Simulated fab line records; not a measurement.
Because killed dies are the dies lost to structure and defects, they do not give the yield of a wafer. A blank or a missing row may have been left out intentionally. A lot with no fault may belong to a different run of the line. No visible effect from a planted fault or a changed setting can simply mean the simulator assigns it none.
Chamber matching | flow n5-finfet | pecvd-02 running N5_BEOL_M5_ILD_DEP_00: 3 sister chambers
The step deposits SiCOH lowk from DEMS/porogen, target thk 140.64 nm, time 25.9 s. 6 wafers are shown with their chamber, then 11 later ones without.

WAFERS PAIRED WITH THEIR CHAMBERS
wafer  | chamber | throttle-valve-pct (%) | showerhead-plenum-p-Torr (Torr)
L080.5 | 2       | 13.0                   | 5.721
L082.5 | 0       | 13.0                   | 5.748
L083.2 | 1       | 15.7                   | 5.769
L083.3 | 0       | 13.0                   | 5.737
L083.5 | 1       | 15.6                   | 5.773
L088.4 | 2       | 13.1                   | 5.712

WAFERS WITH NO CHAMBER GIVEN
wafer  | throttle-valve-pct (%) | showerhead-plenum-p-Torr (Torr)
L088.5 | 15.5                   | 5.760
L088.6 | 13.1                   | 5.752
L091.2 | 15.8                   | 5.763
L091.4 | 13.2                   | 5.729
L091.6 | 15.6                   | 5.772
L093.2 | 12.9                   | 5.745
L093.4 | 15.9                   | 5.772
L093.5 | 12.9                   | 5.751
L096.2 | 13.3                   | 5.745
L096.4 | 15.6                   | 5.774
L096.5 | 13.1                   | 5.732

WHICH CHAMBER EACH ONE RAN IN
wafer  | from the rows above     | in truth
L088.5 | 1                       | 1
L088.6 | 0                       | 0
L091.2 | 1                       | 1
L091.4 | can't be placed: 2 or 0 | 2
L091.6 | 1                       | 1
L093.2 | 0                       | 0
L093.4 | 1                       | 1
L093.5 | 0                       | 0
L096.2 | can't be placed: 0 or 2 | 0
L096.4 | 1                       | 1
L096.5 | can't be placed: 0 or 2 | 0
Correct placement for 8 of the 11. From these rows, 3 cannot be placed; in 3 the true chamber is one of the candidates. Placed wrongly: 0.
How it was worked out, from the rows above alone: a wafer's distance from a chamber is the root of the sum, over the readings, of the square of ((its reading less the chamber's mean) divided by the reading's scatter). The wafer belongs to the nearest chamber; if the next one is less than 2 further off, it can't be placed. A chamber's mean is the mean of its shown wafers. How the scatter is found: for the shown wafers, subtract from each reading the mean of its chamber, square and add these, divide the total by (wafers less chambers), then take the root.
